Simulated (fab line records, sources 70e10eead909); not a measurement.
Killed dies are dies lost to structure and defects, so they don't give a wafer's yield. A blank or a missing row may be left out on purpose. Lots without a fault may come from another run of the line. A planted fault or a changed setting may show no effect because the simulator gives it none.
fab line records | flow nand_harc | part 2 of 2: steps 24 to 38 of 38
record lots=5 wafers=15 last_day=31
route steps=1302 shown P_CONTACT@225 P_M0@253
lots that met no fault: from a run of the same line without faults
start_h: hours from the record's first day to the start of the lot's first wafer shown | wait_h: hours since the lot's step before | " the same as in the row above | L1.1+2: a row that stands for several wafers | - no value, or no start given | * or withheld: withheld | < > ~ a bound
route shown NAME@n: a module of which the file shows steps, and the number in the route of the first | usual: mean/standard deviation of fault-free wafers | same: alike in all rows | chamber/n: place in a boat | sites: the reading at each site | _std_site: their standard deviation | _edge_site: outer sites' mean less inner sites' | radius_mm: how far each site lies from the wafer's centre | mask NAME#n: copy n | behind: the tool/chamber that last shaped the wafer | hold: why the lot was held/for how many hours/how that ended | device: the transistor (n, p or np) that didn't switch | end of line: the same wafers' tests at the end of the route | a step without rows: its recipe alone | killed: dies lost to structure and defects at the first sort, not the wafer's yield | map: a wafer's dies, x killed, . not, _ none there
set.NAME: the setting as run; set.NAME@STEP: as run at that earlier step | model.NAME: the simulator's own value behind a step, which no gauge read
lots at some steps of the route; a table a step, a row a wafer
services: from which hour (start_h, from the record's first day; less than 0 if before it) a tool's chamber was out of use, for how many hours, and why
## steps
# step NHARC_P_CONTACT_CVD_23
# recipe target_thk_a=2000 temp_c=300 pressure_torr=40 wf6_flow_sccm=40 h2_flow_sccm=1600 ar_flow_sccm=1560 time_s=557 material=W
# usual heater_power_w=478/34 mfc_wf6_sccm=40.00/0.11 throttle_valve_pct=7.99/0.23
# columns lot.wafer tool chamber start_h wait_h heater_power_w mfc_wf6_sccm throttle_valve_pct
L075.2 cvd_w-02 0 - - 515 40.17 8.20
L075.4 " 1 " " 475 40.10 8.16
L075.5 " 1 " " 481 40.02 7.78
L076.1 cvd_w-01 0 - - 495 40.05 7.71
L076.6 " 1 " " 413 40.03 8.06
L076.5 " 0 " " 504 40.08 7.38
L077.2 cvd_w-01 0 - - 492 39.81 7.77
L077.3 " 0 " " 495 39.78 7.65
L077.4 " 1 " " 416 40.21 7.85
L079.1 cvd_w-02 0 - - 517 40.04 8.26
L079.4 " 0 " " 510 40.12 7.91
L079.3 " 1 " " 472 39.94 7.99
L090.2 cvd_w-01 1 - - 426 39.90 7.91
L090.4 " 1 " " 421 39.88 7.77
L090.6 " 0 " " 485 40.03 7.90
# step NHARC_P_CONTACT_CMP_24
# recipe t_overpolish_s=30 target_thk_nm=200
# usual motor_current_A=12.4/0.75 overpolish_run_s=30.000/0.0091 retaining_ring_pressure_frac=1.000/0.0046 time_to_endpoint_s=38.2/2.6
# columns lot.wafer tool chamber start_h wait_h motor_current_A overpolish_run_s retaining_ring_pressure_frac time_to_endpoint_s
L075.4 cmp-04 3 128.81 0.4 13.8 30.003 0.994 34.9
L075.2 " 2 " " 13.2 29.995 1.008 39.7
L075.5 " 3 " " 13.7 30.012 0.993 36.7
L076.1 cmp-04 1 138.13 0.5 12.9 30.000 0.995 43.4
L076.6 " 0 " " 11.8 30.013 0.997 43.3
L076.5 " 1 " " 12.6 29.998 1.003 44.2
L077.4 cmp-01 0 148.82 0.3 12.1 30.014 1.005 40.7
L077.2 " 1 " " 13.5 30.011 1.006 41.5
L077.3 " 2 " " 12.5 30.005 0.996 42.4
L079.4 cmp-02 3 169.97 0.4 12.8 30.000 1.000 37.3
L079.1 " 1 " " 12.2 29.993 1.002 40.1
L079.3 " 2 " " 12.4 29.992 0.996 37.9
L090.2 cmp-02 3 288.90 0.6 12.4 30.002 1.002 33.2
L090.4 " 1 " " 12.5 30.002 0.994 35.6
L090.6 " 3 " " 12.3 30.002 1.009 35.3
# step NHARC_P_CONTACT_SRD_26
# columns lot.wafer tool chamber start_h wait_h
L075.5+4+2 wet_bench-06 4,7,0 129.14 0.0
L076.6+1+5 wet_bench-02 7,0,3 138.43 0.0
L077.2+4+3 wet_bench-06 3,4,5 149.13 0.0
L079.1+4+3 wet_bench-03 7,0,2 170.29 0.0
L090.2+6+4 wet_bench-03 1,2,4 289.20 0.0
# step NHARC_P_CONTACT_INSPECT_27
# usual raw_defect_count=291/110
# columns lot.wafer tool chamber start_h wait_h raw_defect_count
L075.2 defect_inspect-01 - 129.21 0.1 176
L075.4 " - " " 297
L075.5 " - " " 218
L076.1 defect_inspect-01 - 138.51 0.1 484
L076.5 " - " " 260
L076.6 " - " " 331
L077.2 defect_inspect-01 - 149.21 0.1 197
L077.3 " - " " 146
L077.4 " - " " 214
L079.1 defect_inspect-01 - 170.38 0.1 335
L079.3 " - " " 220
L079.4 " - " " 367
L090.2 defect_inspect-01 - 289.28 0.1 389
L090.4 " - " " 455
L090.6 " - " " 307
# step NHARC_P_M0_DEP_00
# recipe target_thk_a=1500 target_thk_nm=150 temp_c=withheld pressure_torr=5 flow_sccm=200 rf_w=600 material=SiOC
# columns lot.wafer tool chamber start_h wait_h
L075.2+5+4 pecvd-03 2,2,0 129.28 0.1
L076.1+6+5 pecvd-03 0,1,0 138.67 0.2
L077.2+3+4 pecvd-03 2,1,1 149.27 0.1
L079.3+1+4 pecvd-01 1,2,2 170.49 0.1
L090.2+4+6 pecvd-03 0,0,1 289.39 0.1
# step NHARC_P_M0_DEHYDRATE_01
# recipe temp_c=150 time_s=120
# columns lot.wafer tool chamber start_h wait_h
L075.2+4+5 litho_track-01 0 129.68 -
L076.1+5+6 litho_track-04 0 138.98 -
L077.2+3+4 litho_track-04 0 149.68 -
L079.1+3+4 litho_track-01 0 170.86 -
L090.2+4+6 litho_track-06 0 289.75 -
# step NHARC_P_M0_HMDS_02
# recipe time_s=30
# columns lot.wafer tool chamber start_h wait_h
L075.2+4+5 litho_track-01 0 - -
L076.1+5+6 litho_track-04 0 - -
L077.2+3+4 litho_track-04 0 - -
L079.1+3+4 litho_track-01 0 - -
L090.2+4+6 litho_track-06 0 - -
# step NHARC_P_M0_COAT_33
# recipe temp_c=200 time_s=65
# columns lot.wafer tool chamber start_h wait_h
L075.2+4+5 litho_track-01 0 - -
L076.1+5+6 litho_track-04 0 - -
L077.2+3+4 litho_track-04 0 - -
L079.1+3+4 litho_track-01 0 - -
L090.2+4+6 litho_track-06 0 - -
# step NHARC_P_M0_COAT_03
# recipe spin_rpm=1500 resist_thk_nm=90
# columns lot.wafer tool chamber start_h wait_h
L075.2+4+5 litho_track-01 0 - -
L076.1+5+6 litho_track-04 0 - -
L077.2+3+4 litho_track-04 0 - -
L079.1+3+4 litho_track-01 0 - -
L090.2+4+6 litho_track-06 0 - -
# step NHARC_P_M0_SOFTBAKE_04
# recipe temp_c=105 time_s=55
# columns lot.wafer tool chamber start_h wait_h
L075.2+4+5 litho_track-01 0 - -
L076.1+5+6 litho_track-04 0 - -
L077.2+3+4 litho_track-04 0 - -
L079.1+3+4 litho_track-01 0 - -
L090.2+4+6 litho_track-06 0 - -
# step NHARC_P_M0_EBR_05
# columns lot.wafer tool chamber start_h wait_h
L075.2+4+5 litho_track-01 0 - -
L076.1+5+6 litho_track-04 0 - -
L077.2+3+4 litho_track-04 0 - -
L079.1+3+4 litho_track-01 0 - -
L090.2+4+6 litho_track-06 0 - -
# step NHARC_P_M0_EXPOSE_06
# recipe na=1.35 target_cd_nm=90 dose_mj=81.28 mask_id=P_M0
# usual stage_vel_mm_s=500.01/0.25
# columns lot.wafer tool chamber start_h wait_h mask stage_vel_mm_s
L075.2 arfi_scanner-03 0 129.98 - P_M0#0 499.90
L075.4 " 0 " " P_M0#0 499.70
L075.5 " 0 " " P_M0#0 500.19
L076.1 arfi_scanner-01 0 139.27 - P_M0#0 500.03
L076.5 " 0 " " P_M0#0 500.11
L076.6 " 0 " " P_M0#0 499.96
L077.2 arfi_scanner-02 0 149.98 - P_M0#0 500.20
L077.3 " 0 " " P_M0#0 500.01
L077.4 " 0 " " P_M0#0 500.33
L079.1 arfi_scanner-01 0 171.15 - P_M0#0 499.99
L079.3 " 0 " " P_M0#0 499.78
L079.4 " 0 " " P_M0#0 500.20
L090.2 arfi_scanner-03 0 290.04 - P_M0#0 499.96
L090.4 " 0 " " P_M0#0 499.81
L090.6 " 0 " " P_M0#0 499.87
# step NHARC_P_M0_PEB_07
# recipe peb_temp_c=100 peb_time_s=65
# columns lot.wafer tool chamber start_h wait_h
L075.2+4+5 litho_track-06 0 130.03 0.1
L076.1+5+6 litho_track-01 0 139.33 0.1
L077.2+3+4 litho_track-06 0 150.04 0.1
L079.1+3+4 litho_track-06 0 171.21 0.1
L090.2+4+6 litho_track-01 0 290.10 0.1
# step NHARC_P_M0_DEVELOP_08
# recipe develop_time_s=35 dev_temp_c=23
# same develop_time_s=35
# columns lot.wafer tool chamber start_h wait_h
L075.2+4+5 litho_track-06 0 - -
L076.1+5+6 litho_track-01 0 - -
L077.2+3+4 litho_track-06 0 - -
L079.1+3+4 litho_track-06 0 - -
L090.2+4+6 litho_track-01 0 - -
# step NHARC_P_M0_CD_MEAS_09
# recipe target_cd_nm=90 landing_energy_ev=500
# usual cd_nm=90.0/0.53
# columns lot.wafer tool chamber start_h wait_h cd_nm
L075.2 cd_sem-01 0 130.11 - 89.5
L075.4 " 0 " " 90.4
L075.5 " 0 " " 89.8
L076.1 cd_sem-02 0 139.41 - 89.9
L076.5 " 0 " " 91.3
L076.6 " 0 " " 91.3
L077.2 cd_sem-03 0 150.12 - 90.0
L077.3 " 0 " " 89.2
L077.4 " 0 " " 89.4
L079.1 cd_sem-01 0 171.29 - 90.0
L079.3 " 0 " " 89.2
L079.4 " 0 " " 89.4
L090.2 cd_sem-01 0 290.18 - 89.7
L090.4 " 0 " " 89.5
L090.6 " 0 " " 90.0
## services
# columns tool chamber start_h hours kind
pvd_sputter-02 - 104.08 10.0 pm
rie_diel-11 3 107.44 5.8 repair
rie_diel-06 - 130.20 9.0 pm
ald_metal-03 - 134.03 1.6 repair
litho_track-01 - 155.00 7.0 pm
pvd_sputter-03 - 170.00 10.0 pm
rie_diel-08 3 177.47 4.3 repair
litho_track-06 - 179.00 7.0 pm
arfi_scanner-03 - 182.54 2.7 repair
cvd_w-01 - 185.00 13.0 pm
pecvd-03 - 185.00 13.0 pm
rie_diel-08 - 190.80 9.0 pm
wet_bench-06 - 193.60 8.0 pm
arfi_scanner-03 - 196.00 4.0 pm
rie_diel-11 1 201.38 34.0 repair
rie_diel-11 3 201.88 6.9 repair
litho_track-04 - 203.00 7.0 pm
ald_metal-03 2 207.49 28.0 repair
wet_bench-03 - 210.40 8.0 pm
ald_metal-03 - 212.00 10.0 pm
rie_diel-08 2 212.49 3.2 repair
wet_bench-02 - 244.00 8.0 pm
rie_diel-11 - 255.50 9.0 pm
pvd_sputter-03 - 279.82 1.2 repair
